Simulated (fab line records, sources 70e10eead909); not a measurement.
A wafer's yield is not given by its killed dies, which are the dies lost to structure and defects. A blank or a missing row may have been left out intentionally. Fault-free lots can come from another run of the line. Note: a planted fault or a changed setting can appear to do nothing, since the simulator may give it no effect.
Which tool was responsible? + flow nand-harc + 12 lots, 36 wafers sampled, at 1 step of a route of 1302

== WHAT EACH GAUGE READ, for each wafer ==
NHARC_P_M2_OVL_MEAS_10: pitch 340 nm.
| lot  | measured     | on         | overlay-x-nm (nm) |
|------|--------------|------------|-------------------|
| L075 | day 6 23:40  | overlay-02 | -0.5 -0.2 -0.3    |
| L077 | day 7 23:30  | overlay-01 | 0.4 0.2 0.0       |
| L079 | day 8 14:36  | overlay-02 | -1.2 -1.2 -0.8    |
| L080 | day 9 07:26  | overlay-01 | 1.3 1.1 1.0       |
| L083 | day 10 11:50 | overlay-01 | 1.0 1.0 0.9       |
| L085 | day 11 09:07 | overlay-01 | 0.2 0.3 -0.1      |
| L086 | day 11 17:59 | overlay-01 | -0.9 -0.8 -0.6    |
| L089 | day 12 13:38 | overlay-01 | 0.6 0.1 -0.4      |
| L091 | day 13 13:53 | overlay-02 | 1.1 0.8 0.3       |
| L093 | day 14 06:49 | overlay-01 | 0.0 0.5 0.4       |
| L095 | day 15 05:47 | overlay-01 | -0.2 -0.5 -0.1    |
| L097 | day 15 20:35 | overlay-01 | -0.6 -0.5 -0.7    |

== EACH LOT AND THE TOOL THAT RAN IT (in order: tool; ch and the chambers of the sampled wafers; start) ==
Before these readings, the record contains no process step.

== THE ANSWER, worked out from the rows above alone ==
Rule: the usual values come from the lots themselves. The widest of any qualifying gaps counts: lots, ordered by their means at a reading, are off when they make up no more than a third of the lots, leave a main group of 4 or more, and stand apart from it by 3 or more times the standard deviation of that group's means. A main group whose means are all the same, to the digits that the tables above print for the reading, isn't used. A lot without any number at a reading at which 4 lots or more have one is off too. Any other lot the step has rows for is counted as sound.
None of the lots is off at any reading shown; this tells nothing.

== WHAT THE SIMULATOR HAD PUT IN ==
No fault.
